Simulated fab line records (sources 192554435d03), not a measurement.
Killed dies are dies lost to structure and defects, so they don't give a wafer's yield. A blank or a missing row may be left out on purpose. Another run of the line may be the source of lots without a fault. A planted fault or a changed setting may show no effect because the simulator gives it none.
Struck lot and sound lot, side by side :: flow n5_finfet :: 36 steps out of a route of 1938
Sound: the wafers L514.2, L514.4, L514.6. Struck: wafer L526.5. (L526.6 of the same lot was not struck and is left out.) The cause comes at the end.
At each step with rows: each side's tool, then ch and its chambers, then its first start. Under that, the readings that differ: sound wafers :: struck wafers :: difference of the means :: sigmas: that difference in standard deviations of wafers without a fault.
alike: same words and numbers on both sides, and readings whose means sit less than 2 such deviations apart. not compared: any withheld reading, any reading some wafer has no value for, any bound like >300 that may hide the same value, and any number with overlapping values for which the record gives no deviation.
The two part at a step that has a row with sigmas, a row that says differs or no value, or rows on one side only. Non-overlapping numbers with no deviation appear without sigmas and do not part them. A reading missing from all wafers of one side parts the sides only when that side holds two or more wafers.

first, 9 steps without rows for these wafers: N5_SD_EPI_N_DEVELOP_08 (develop time 30 s); N5_SD_EPI_N_DESCUM_14 (chemistry O2, time 7.9 s); N5_SD_EPI_N_ETCH_34 (etches SiARC in CF4, target depth 45.5 nm, time 75.8 s); N5_SD_EPI_N_ETCH_35 (etches SOC in N2/H2, overetch 108 nm, time 486 s); N5_SD_EPI_N_STRIP_36 (strips in N2/H2); N5_SD_EPI_N_ETCHBACK_44 (etches SiNx in CH3F/O2, stops on SiO2, target depth 14.5 nm); N5_SD_EPI_N_ETCH_45 (etches SiOCN in CH3F/O2, target depth 6 nm); N5_SD_EPI_N_ETCH_16 (etches SiO2 in CHF3/O2, target depth 5 nm); N5_SD_EPI_N_STRIP_47 (strips in CHF3/O2).
N5_SD_EPI_N_SD_RECESS_17: chemistry HBr/Cl2/O2, target depth 41 nm, time 23.7 s, bt time 3 s.
  sound on rie_si-02 ch 0,1,3, day 3 19:05; struck on rie_si-03 ch 2, day 6 20:16
reading: drypump_motor_current_A (A)
sound: 6.3 6.0 5.5
struck: 4.6
difference: -1.3
sigmas: -3

reading: model.SD_EPI_N.feature_depth_nm (nm)
sound: 41.4 41.6 41.6
struck: 47
difference: +5
sigmas: 

reading: model.etch.depth_nm (nm)
sound: 41.44 41.58 41.66
struck: 46.94
difference: +5.38
sigmas: 

reading: model.Si_of_WELL_APT_EPI_41.thk_nm (nm)
sound: 7.4 7.2 7
struck: 4.2
difference: -3.0
sigmas: 
  alike: oes_product_au, throttle_valve_pct
  not compared: rf_hours_counter_h
then, 2 steps without rows for these wafers: N5_SD_EPI_N_STRIP_38 (strips in N2/H2); N5_SD_EPI_N_WET_ETCH_43 (etches SiO2 in dHF, time 14 s, target depth 1.5 nm).
N5_SD_EPI_N_STRIP_18: strips in SPM, time 750 s.
  sound on wet_bench-03 ch 3,6,7, day 3 19:16; struck on wet_bench-03 ch 7, day 6 20:25
reading: model.Si_of_WELL_APT_EPI_41.thk_nm (nm)
sound: 7 6.8 6.8
struck: 3.8
difference: -3.1
sigmas: 
then, 21 steps without rows for these wafers: N5_SD_EPI_N_SRD_20 (time 30 s); N5_SD_EPI_N_PRECLEAN_48 (cleans in NF3:NH3, afs cycles 2, time 20 s, sublimation time 60 s); N5_SD_EPI_N_VAPOR_ETCH_50 (etches Si in HCl, time 54 s); N5_SD_EPI_N_EPI_21 (deposits Si:P, time 690 s); N5_SD_EPI_N_PRECLEAN_24 (cleans in O3/DIW, time 60 s); N5_SD_EPI_N_SRD_25 (time 30 s); N5_SD_EPI_N_PRECLEAN_49 (cleans in NF3:NH3, afs cycles 1, time 20 s, sublimation time 60 s); N5_SD_EPI_N_LINER_46 (material SiNx, target thk 3 nm); N5_SD_EPI_P_COAT_34 (time 60 s, resist thk 350 nm); N5_SD_EPI_P_COAT_35 (time 60 s, resist thk 35 nm); N5_SD_EPI_P_COAT_03 (resist thk 150 nm); N5_SD_EPI_P_EBR_05; N5_SD_EPI_P_SOFTBAKE_04 (time 60 s); N5_SD_EPI_P_EXPOSE_06 (exposes mask SD P BLK, target cd 240 nm); N5_SD_EPI_P_PEB_07 (peb time 60 s); N5_SD_EPI_P_DEVELOP_08 (develop time 30 s); N5_SD_EPI_P_DESCUM_14 (chemistry O2, time 7.9 s); N5_SD_EPI_P_ETCH_36 (etches SiARC in CF4, target depth 45.5 nm, time 75.8 s); N5_SD_EPI_P_ETCH_37 (etches SOC in N2/H2, overetch 108 nm, time 486 s); N5_SD_EPI_P_STRIP_38 (strips in N2/H2); N5_SD_EPI_P_ETCHBACK_46 (etches SiNx in CH3F/O2, stops on SiO2, target depth 17.5 nm).
-- a jump in the record: the struck wafers' starts before and after are 5 days apart (it breaks off in module SD_EPI_P and resumes in module BEOL_M4, where the first step shown is number 1111 of the route) --
N5_BEOL_M4_RC_MEAS_101:
  sound on prober-02 ch 0, day 9 20:02; struck on prober-02 ch 0, day 12 06:29
reading: CJ_N
sound: 4.47 4.47 4.51
struck: 4.89
difference: +0.41
sigmas: +5

reading: DIBL_N (mV/V)
sound: 38.0 37.3 37.4
struck: 44.5
difference: +6.9
sigmas: +4

reading: IOFF_N (nA/um)
sound: 0.19 0.17 0.16
struck: 0.71
difference: +0.54
sigmas: +15

reading: IOFF_N_85C (nA/um)
sound: 3.5 3.3 3.2
struck: 10.9
difference: +7.6
sigmas: +13

reading: IOFF_N_LIN (nA/um)
sound: 0.082 0.080 0.074
struck: 0.133
difference: +0.054
sigmas: +4

reading: ION_N (uA/um)
sound: 668 691 666
struck: 722
difference: +47
sigmas: +4

reading: SS_N (mV/dec)
sound: 72.2 72.1 71.7
struck: 79.1
difference: +7.1
sigmas: +11

reading: VT_N (mV)
sound: 247 248 252
struck: 239
difference: -10
sigmas: -3
  alike: DIBL_P, IOFF_P, ION_P, SS_P, VT_P
-- the record jumps here: 5 days lie between the struck wafers' starts before and after (it left off in module BEOL_M4 and takes up again in module PASSIVATION, whose first step shown is number 1936 of the route) --
N5_PASSIVATION_PROBE_49:
  rows exist in the record for the struck wafers here (prober-02, day 17 07:17), but not for the sound ones

WHERE THEY PART
At N5_SD_EPI_N_SD_RECESS_17 first; at N5_PASSIVATION_PROBE_49 last (within this record only).

WHY: the cause the simulator had injected
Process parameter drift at N5_SD_EPI_N_SD_RECESS_17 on rie_si-03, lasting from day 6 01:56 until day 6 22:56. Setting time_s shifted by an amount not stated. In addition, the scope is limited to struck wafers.
